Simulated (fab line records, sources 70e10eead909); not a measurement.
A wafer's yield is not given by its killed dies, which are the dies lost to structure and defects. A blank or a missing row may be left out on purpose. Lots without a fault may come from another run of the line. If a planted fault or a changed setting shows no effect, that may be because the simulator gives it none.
2 desks looking at one fault	flow nandHarc	every desk sees just its own numbers, and what lay behind them comes last

## TOOL OWNER'S DESK, cvdW-01
The tool's own readings at NHARC_A_WL_FILL_CVD_03 (deposits W, target thk 40 nm, time 279 s): means of the sampled wafers that have a number, for each lot that ran on this tool. The brackets show how far a lot's mean lies from the usual mean; more than 4 standard deviations puts the lot out of limits, marked OUT.
Columns: A = heaterPowerW at NHARC_A_WL_FILL_CVD_03, usual 501 W; B = throttleValvePct at NHARC_A_WL_FILL_CVD_03, usual 7.9 %
lot	first seen here	A	B
L808	day 20 22:46	551	8.2
L819	day 25 01:36	522	8.2
L823	day 26 06:41	524	8.2
L822	day 26 10:11	523	8.2
L825	day 27 06:28	528	8.1
L830	day 29 15:35	528	8.2
This desk found nothing out of limits on any of the 6 lots.

## FROM THE METROLOGY DESK
What the gauges read for every lot (on any tool): the sampled wafers with a number, averaged. The brackets show how far a lot's mean lies from the usual mean; more than 4 standard deviations puts the lot out of limits, marked OUT.
Columns: A = cdNm at NHARC_THIN_TSV_CD_MEAS_33, usual 5000 nm
lot	first seen here	A
L809	day 24 11:59	5004
L808	day 24 13:17	5002
L813	day 26 06:16	4998
L814	day 26 21:59	4995
L817	day 27 12:34	4997
L818	day 27 17:37	4998
L820	day 28 14:11	5002
L819	day 28 15:40	5002
L823	day 29 17:04	5003
L822	day 30 01:16	4995
L825	day 30 22:12	4997
L829	day 32 20:08	5001
L830	day 33 04:07	4998
This desk found nothing out of limits on any of the 13 lots.

## BROUGHT TOGETHER
The desk of the tool owner found nothing out of limits.
Nothing out of limits was seen by the metrology desk.

## WHAT THE SIMULATOR PUT IN
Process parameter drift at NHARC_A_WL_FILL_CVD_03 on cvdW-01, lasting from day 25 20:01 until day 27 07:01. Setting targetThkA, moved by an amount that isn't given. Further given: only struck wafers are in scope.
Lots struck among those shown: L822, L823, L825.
